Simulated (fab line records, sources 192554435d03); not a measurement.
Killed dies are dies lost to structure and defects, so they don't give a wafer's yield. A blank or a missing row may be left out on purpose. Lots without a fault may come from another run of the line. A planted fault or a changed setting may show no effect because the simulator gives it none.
A struck lot beside a sound one | flow n5_finfet | 20 steps out of a route of 1938
Sound: wafers L206.4, L206.5, L206.6. Struck: wafers L208.3, L208.5, L208.6. The cause comes at the end.
At each step with rows: each side's tool, then ch and its chambers, then its first start. Under that, the readings that differ: sound wafers | struck wafers | difference of the means | sigmas: that difference in standard deviations of wafers without a fault.
alike: readings whose means differ by less than 2 such deviations, and words and numbers that are the same on both sides. not compared: withheld readings, readings that some wafer has no value for, bounds like >300 that may hide the same value, and numbers for which the record gives no deviation and whose values overlap.
The two part at a step that has a row with sigmas, a row that says differs or no value, or rows on one side only. Numbers that don't overlap but have no deviation are shown without sigmas and don't part them. A reading that every wafer of one side lacks parts them only if that side has two wafers or more.

first, 8 steps without rows for these wafers: N5_BEOL_M13_SPUTTER_44 (material Ta, target thk 10 nm, time 16.13 s); N5_BEOL_M13_SPUTTER_45 (material Cu, target thk 80 nm, time 13.33 s); N5_BEOL_M13_ECD_47 (material Cu, target thk 936 nm); N5_BEOL_M13_ANNEAL_48 (time 90 s); N5_BEOL_M13_CMP_49 (polishes, stops on SiOC, t overpolish 17.1 s, target thk 420 nm); N5_BEOL_M13_PRE_CLEAN_52 (time 15 s); N5_BEOL_M13_DEP_53 (deposits SiCN from 3MS/NH3, target thk 50 nm, time 17.8 s); N5_BEOL_M14_ILD_DEP_00 (deposits SiO2 from TEOS/O2, target thk 1119.3 nm, time 237.4 s).
N5_BEOL_M14_COAT_58: time 60 s, resist thk 89 nm.
  sound on litho_track-04 ch 0, day 16 08:41; struck on litho_track-01 ch 0, day 16 15:54
  reading                                    | sound                | struck               | difference | sigmas
  spin_speed_rpm (rpm)                       | 1498.2 1499.3 1498.2 | 1633.7 1633.3 1631.2 | +134.2     | +99 or more
  model.BARC_of_BEOL_M14_COAT_58.thk_nm (nm) | 89.2 89.2 89.4       | 85.2 85.6 85.2       | -3.9       |
  alike: exhaust_pa
then, 8 steps without rows for these wafers: N5_BEOL_M14_COAT_04 (resist thk 800 nm); N5_BEOL_M14_EBR_06; N5_BEOL_M14_SOFTBAKE_05 (time 60 s); N5_BEOL_M14_EXPOSE_07 (exposes mask V13); N5_BEOL_M14_PEB_08 (peb time 90 s); N5_BEOL_M14_DEVELOP_09 (develop time 45 s); N5_BEOL_M14_HARDBAKE_14 (time 120 s); N5_BEOL_M14_DESCUM_15 (chemistry O2, time 7.9 s).
N5_BEOL_M14_ETCH_59: etches BARC in N2/H2, target depth 89 nm, overetch 26.7 nm, time 67.9 s.
  sound on rie_diel-03 ch 1,2,3, day 16 09:14; struck on rie_diel-01 ch 2,3, day 16 16:18
  reading                  | sound             | struck            | difference | sigmas
  model.etch.depth_nm (nm) | 89.21 89.13 89.48 | 85.11 85.58 85.29 | -3.95      |
  alike: drypump_motor_current_A, n2_flow_sccm, oes_product_au, rf_fwd_power_W, rf_vpp_V, showerhead_plenum_p_Torr, throttle_valve_pct
  not compared: rf_hours_counter_h
then, 2 steps without rows for these wafers: N5_BEOL_M14_VIA_ETCH_16 (etches SiO2 in C4F8/O2/Ar, target depth 1231.3 nm); N5_PASSIVATION_PROBE_49.

WHERE THEY PART
Only at N5_BEOL_M14_COAT_58, within this record. Later steps at which nothing parts them and some readings are alike: N5_BEOL_M14_ETCH_59.

WHY: what the simulator had put in
Process parameter drift: litho_track-01, from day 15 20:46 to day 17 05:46, at N5_BEOL_M14_COAT_58. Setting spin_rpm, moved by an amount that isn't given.
